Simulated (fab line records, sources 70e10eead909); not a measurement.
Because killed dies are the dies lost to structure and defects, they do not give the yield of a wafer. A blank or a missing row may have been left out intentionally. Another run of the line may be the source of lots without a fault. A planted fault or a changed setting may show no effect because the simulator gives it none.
A struck lot beside a sound one / flow nand-harc / 25 out of 1302 route steps
Sound: wafers L170.2, L170.3, L170.4. Struck: wafers L181.1, L181.2, L181.4. Last of all comes the cause.
Each step with rows lists, per side, the tool, then ch with its chambers, then its first start. Under that, the readings that differ: sound wafers / struck wafers / difference of the means / sigmas: that difference in standard deviations of wafers without a fault.
alike: words and numbers the same on both sides, and readings whose means are apart by under 2 such deviations; not compared: readings that were withheld, readings missing a value for some wafer, numbers with overlapping values and no deviation given by the record, and bounds like >300 which may hide the same value.
Wherever a step has rows on one side only, a row that says differs or no value, or a row with sigmas, the two part there. Non-overlapping numbers with no deviation appear without sigmas and do not part them. Lack of a reading on every wafer of one side parts them only where that side has two or more wafers.

NHARC_P_ZERO_WELL_INSPECT_43:
  sound: defect-inspect-01 at day 2 03:27; struck: defect-inspect-01 at day 6 17:46
  alike: raw-defect-count
then, 11 steps without rows for these wafers: NHARC_P_STI_ETCH_26 (etches SiO2 in dHF, target depth 11 nm); NHARC_P_STI_PRECLEAN_27 (cleans in SC1); NHARC_P_STI_SRD_28; NHARC_P_STI_OXIDE_29 (material SiO2, target thk 10 nm, ox time 1362 s); NHARC_P_STI_HM_DEP_30 (deposits Si3N4, target thk 80 nm, time 873 s); NHARC_P_STI_DEHYDRATE_01 (time 120 s); NHARC_P_STI_HMDS_02 (time 30 s); NHARC_P_STI_COAT_41 (time 65 s); NHARC_P_STI_COAT_03 (resist thk 600 nm); NHARC_P_STI_SOFTBAKE_04 (time 70 s); NHARC_P_STI_EBR_05.
NHARC_P_STI_EXPOSE_06: exposes mask P STI, target cd 200 nm.
  sound on krf-scanner-01 ch 0, day 3 01:48; struck on krf-scanner-03 ch 0, day 7 09:11
reading=mask; sound=P_STI#0 P_STI#0 P_STI#0; struck=P_STI_R1#0 P_STI_R1#0 P_STI_R1#0; difference=differs; sigmas=
then, 2 steps without rows for these wafers: NHARC_P_STI_PEB_07 (peb time 80 s); NHARC_P_STI_DEVELOP_08 (time 50 s).
NHARC_P_STI_CD_MEAS_09 targets a cd of 200 nm.
  sound on cd-sem-03 ch 0, day 3 01:57; struck on cd-sem-03 ch 0
reading=cd-nm (nm); sound=200 197 196; struck=189 192 188; difference=-8; sigmas=-2
  not compared: hold
NHARC_P_STI_OVL_MEAS_10:
  sound: overlay-01 at day 3 02:02; struck: overlay-02 at day 7 14:23
reading=hold; sound=- - -; struck=await-dispo/4.8h/release await-dispo/4.8h/release await-dispo/4.8h/release; difference=no value on the sound wafers; sigmas=
  alike: overlay-x-nm, overlay-y-nm
NHARC_P_STI_INSPECT_11:
  sound: defect-inspect-02 at day 3 02:04; struck: defect-inspect-01 at day 7 14:25
  alike: raw-defect-count
then, 1 step without rows for these wafers: NHARC_P_STI_HARDBAKE_13 (time 65 s).
NHARC_P_STI_DESCUM_14: chemistry O2, time 3 s.
  sound on rie-diel-10 ch 0,2,3, day 3 02:13; struck on rie-diel-10 ch 0,2,3, day 7 14:33
reading=model.P_STI.cd-nm (nm); sound=199.4 196.4 195.8; struck=188.6 190.7 187.2; difference=-8.4; sigmas=
  alike: drypump-motor-current-A, oes-product-au, rf-vpp-V, showerhead-plenum-p-Torr, throttle-valve-pct
  not compared: rf-hours-counter-h
NHARC_P_STI_ETCH_42: etches the open film in N2/H2, target depth 80 nm, overetch 24 nm, time 61 s.
  sound on rie-diel-10 ch 0,3, day 3 02:19; struck on rie-diel-10 ch 0,1,2, day 7 14:38
  alike: drypump-motor-current-A, oes-product-au, rf-vpp-V, showerhead-plenum-p-Torr, throttle-valve-pct
  not compared: rf-hours-counter-h
NHARC_P_STI_ETCH_31: etches the open film in CF4/CHF3, target depth 108.9 nm, time 54.5 s.
  sound on rie-diel-10 ch 0,3; struck on rie-diel-10 ch 0,1,2
  alike: cf4-flow-sccm, drypump-motor-current-A, oes-product-au, rf-vpp-V, showerhead-plenum-p-Torr, throttle-valve-pct
  not compared: rf-hours-counter-h
NHARC_P_STI_ETCH_15: etches the open film in HBr/Cl2, target depth 300 nm, time 100.1 s.
  sound on rie-si-01 ch 0,2,3, day 3 02:32; struck on rie-si-03 ch 0,2,3, day 7 14:50
reading=rf-hours-counter-h (h); sound=0.2 0.2 0.1; struck=0.7 0.6 0.7; difference=+0.5; sigmas=
reading=model.P_STI.cd-nm (nm); sound=198.9 194.1 194.2; struck=189.4 189.6 186.3; difference=-7.3; sigmas=
  alike: drypump-motor-current-A, oes-product-au, throttle-valve-pct
NHARC_P_STI_CD_MEAS_16:
  sound: cd-sem-01 at day 3 02:41; struck: cd-sem-02 at day 7 15:10
reading=cd-nm (nm); sound=199 194 194; struck=189 189 186; difference=-8; sigmas=-2
  not compared: hold
NHARC_P_STI_OCD_MEAS_17:
  sound: ocd-02 at day 3 02:47; struck: ocd-02 at day 7 16:31
reading=trench-foot-cd-nm (nm); sound=158 156 155; struck=147 149 145; difference=-9; sigmas=-3
  alike: trench-depth-nm
  not compared: hold

== WHERE THEY PART ==
At NHARC_P_STI_EXPOSE_06 first; at NHARC_P_STI_OCD_MEAS_17 last (within this record only).

WHY: the cause the simulator had injected
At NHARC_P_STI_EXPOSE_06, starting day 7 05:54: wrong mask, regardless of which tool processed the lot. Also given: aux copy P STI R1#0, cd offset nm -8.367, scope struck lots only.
